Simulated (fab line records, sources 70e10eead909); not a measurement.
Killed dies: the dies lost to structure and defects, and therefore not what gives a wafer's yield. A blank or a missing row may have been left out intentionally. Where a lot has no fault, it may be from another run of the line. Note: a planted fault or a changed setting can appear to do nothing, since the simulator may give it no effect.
Which of the tools did it? ; flow nand harc ; 43 wafers from 15 lots sampled at 4 of the route's 1302 steps

== WHAT THE GAUGES SHOWED, per wafer ==
The record lacks any reading of a measuring or inspecting step that a usual standard deviation could be used to judge.

== WHAT TOOL EACH LOT RAN ON (gives the tool, then ch and the chambers of the sampled wafers, and finally the start) ==
lot;NHARC_A_CHANNEL_FILL_D1_ALD_14;NHARC_A_CHANNEL_FILL_D1_ETCHBACK_19;NHARC_A_CHANNEL_FILL_D1_ETCHBACK_20;NHARC_A_CHANNEL_FILL_D1_ETCHBACK_08
L854;ald hk-01 ch 1,2,3, day 9 06:59;rie si-06 ch 0,3, day 9 21:17;rie diel-13 ch 0,3, day 9 21:25;rie diel-09 ch 0,2, no start
L853;ald hk-01 ch 0,2,3, day 9 18:47;rie si-06 ch 0,1,2, day 10 12:23;rie diel-09 ch 0,2,3, day 10 12:30;rie diel-09 ch 0,1,2, no start
L857;ald hk-02 ch 0,1,3, day 10 21:20;rie si-01 ch 0,1, day 11 14:14;rie diel-09 ch 0,1,2, day 11 14:22;rie diel-13 ch 1,2, no start
L859;ald hk-01 ch 1,3, day 11 16:13;rie si-06 ch 2,3, day 12 09:19;rie diel-09 ch 0,2, day 12 09:28;rie diel-12 ch 3, no start
L861;ald hk-04 ch 0,1,3, day 12 11:46;rie si-06 ch 0,1,2, day 13 04:55;rie diel-12 ch 0,2, day 13 05:02;rie diel-09 ch 0,1,2, no start
L862;ald hk-04 ch 0,1, day 12 23:51;rie si-06 ch 2,3, day 13 18:02;rie diel-12 ch 0,3, day 13 18:10;rie diel-13 ch 2,3, no start
L865;ald hk-01 ch 0,1, day 14 01:58;rie si-04 ch 0,1, day 14 18:46;rie diel-12 ch 0,2,3, day 14 18:55;rie diel-09 ch 0,1,2, no start
L868;ald hk-04 ch 2,3, day 15 05:34;rie si-04 ch 0,1, day 15 22:37;rie diel-09 ch 0,1,2, day 15 22:45;rie diel-12 ch 0,1,2, no start
L870;ald hk-02 ch 2,3, day 16 10:18;rie si-04 ch 2,3, day 17 03:30;rie diel-09 ch 2,3, day 17 03:38;rie diel-13 ch 0,3, no start
L871;ald hk-01 ch 1,2,3, day 16 10:23;rie si-06 ch 1,2, day 17 03:30;rie diel-12 ch 1,2, day 17 03:37;rie diel-09 ch 1,2, no start
L872;ald hk-04 ch 0,1, day 17 07:18;rie si-01 ch 0,2,3, day 18 00:10;rie diel-13 ch 0,2,3, day 18 00:16;rie diel-13 ch 0,3, no start
L873;ald hk-01 ch 0,1, day 17 14:59;rie si-06 ch 0,1,3, day 18 07:55;rie diel-13 ch 0,1,2, day 18 08:02;rie diel-09 ch 0,1,2, no start
L874;ald hk-04 ch 0,2,3, day 17 23:19;rie si-01 ch 0,1,2, day 18 16:11;rie diel-09 ch 0,1,3, day 18 16:27;rie diel-12 ch 0,2,3, no start
L875;ald hk-02 ch 0,1,2, day 18 04:29;rie si-04 ch 1,2,3, day 18 22:52;rie diel-09 ch 0,2,3, day 18 22:59;rie diel-13 ch 0,1,2, no start
L876;ald hk-04 ch 2,3, day 18 23:41;rie si-06 ch 0,1,2, day 19 18:57;rie diel-09 ch 2,3, day 19 19:04;rie diel-13 ch 0,2,3, no start
- NHARC_A_CHANNEL_FILL_D1_ALD_14: deposits SiO2, target thk 2.5 nm, pulse time 10 s, ald cycles 25.
- NHARC_A_CHANNEL_FILL_D1_ETCHBACK_19: etches the open film in HBr/Cl2, target depth 5 nm, time 1.7 s.
- NHARC_A_CHANNEL_FILL_D1_ETCHBACK_20: etches the open film in C4F8/O2/Ar, target depth 27 nm, time 13.5 s.
- NHARC_A_CHANNEL_FILL_D1_ETCHBACK_08: etches the open film in C4F8, target depth 220 nm, time 110 s.

== WHAT THE TOOLS THEMSELVES READ (means of the sampled wafers that have a number; where no wafer has one, the mark that the record gives instead) ==
NHARC_A_CHANNEL_FILL_D1_ALD_14. Usual: heater power w 469 W, standard deviation 23; precursor pulse height rel 1.002, standard deviation 0.02.
lot;tool;heater power w (W);precursor pulse height rel;flag
L854;ald hk-01;492;1.001;
L853;ald hk-01;497;1.002;
L857;ald hk-02;464;0.999;
L859;ald hk-01;472;0.989;
L861;ald hk-04;443;1.016;
L862;ald hk-04;439;0.995;
L865;ald hk-01;478;0.987;
L868;ald hk-04;456;0.995;
L870;ald hk-02;452;1.012;
L871;ald hk-01;484;0.995;
L872;ald hk-04;441;0.998;
L873;ald hk-01;477;1.011;
L874;ald hk-04;462;0.991;
L875;ald hk-02;468;1.003;
L876;ald hk-04;462;1.000;

NHARC_A_CHANNEL_FILL_D1_ETCHBACK_19. Usual: drypump motor current A 5.9 A, standard deviation 0.53; oes product au 1.000 a.u., standard deviation 0.0067; throttle valve pct 26.406 %, standard deviation 0.0087.
lot;tool;drypump motor current A (A);oes product au (a.u.);throttle valve pct (%);flag
L854;rie si-06;5.3;1.007;26.403;
L853;rie si-06;6.1;1.003;26.409;
L857;rie si-01;6.0;1.003;26.415;
L859;rie si-06;5.8;0.728;26.414;OFF
L861;rie si-06;6.1;0.914;26.401;OFF
L862;rie si-06;5.8;0.870;26.421;OFF
L865;rie si-04;5.7;0.994;26.411;
L868;rie si-04;5.6;1.002;26.408;
L870;rie si-04;5.8;1.014;26.410;
L871;rie si-06;5.9;0.993;26.408;
L872;rie si-01;6.1;1.002;26.406;
L873;rie si-06;5.5;0.998;26.405;
L874;rie si-01;6.0;0.995;26.394;
L875;rie si-04;5.8;1.001;26.404;
L876;rie si-06;6.1;0.999;26.411;

NHARC_A_CHANNEL_FILL_D1_ETCHBACK_20. Usual: oes product au 0.96 a.u., standard deviation 0.033; rf vpp V 978 V, standard deviation 5.4.
lot;tool;oes product au (a.u.);rf vpp V (V);flag
L854;rie diel-13;1.00;975;
L853;rie diel-09;0.92;982;
L857;rie diel-09;0.98;978;
L859;rie diel-09;0.93;983;
L861;rie diel-12;1.00;976;
L862;rie diel-12;0.96;976;
L865;rie diel-12;0.97;980;
L868;rie diel-09;0.98;979;
L870;rie diel-09;1.00;978;
L871;rie diel-12;0.94;982;
L872;rie diel-13;0.99;976;
L873;rie diel-13;1.00;977;
L874;rie diel-09;0.99;976;
L875;rie diel-09;0.96;982;
L876;rie diel-09;0.93;980;

NHARC_A_CHANNEL_FILL_D1_ETCHBACK_08. Usual: oes product au 0.95 a.u., standard deviation 0.034; rf vpp V 440.3 V, standard deviation 2.5.
lot;tool;oes product au (a.u.);rf vpp V (V);flag
L854;rie diel-09;0.96;444.4;
L853;rie diel-09;0.92;441.3;
L857;rie diel-13;0.95;440.8;
L859;rie diel-12;1.02;443.1;
L861;rie diel-09;0.93;441.1;
L862;rie diel-13;0.92;440.7;
L865;rie diel-09;1.00;441.4;
L868;rie diel-12;0.92;439.9;
L870;rie diel-13;0.98;439.3;
L871;rie diel-09;0.93;439.2;
L872;rie diel-13;0.92;439.8;
L873;rie diel-09;0.93;441.0;
L874;rie diel-12;0.92;441.9;
L875;rie diel-13;1.00;439.6;
L876;rie diel-13;0.93;439.8;

== THE ANSWER, worked out from the rows above alone ==
Rule: take the mean of a lot's wafers that have a number; if it is more than 3 standard deviations from the usual mean, the lot is off. A lot without any number at a reading at which 4 lots or more have one is off too. The other lots that the step has rows for count as sound. After the gauges, taken in route order, come the tools' own readings; for these a lot's mean is taken, as printed above. The first step at which some lot is off is used, and at that step the reading that is off furthest; a lot without a number counts as furthest.
Off, at NHARC_A_CHANNEL_FILL_D1_ETCHBACK_19 on oes product au: L859, L861, L862.
If a tool, at that step or one of the process steps before it, ran each lot that is off and ran no sound lot following the first of them, it fits. None of those tried fits.

== WHAT THE SIMULATOR PUT IN ==
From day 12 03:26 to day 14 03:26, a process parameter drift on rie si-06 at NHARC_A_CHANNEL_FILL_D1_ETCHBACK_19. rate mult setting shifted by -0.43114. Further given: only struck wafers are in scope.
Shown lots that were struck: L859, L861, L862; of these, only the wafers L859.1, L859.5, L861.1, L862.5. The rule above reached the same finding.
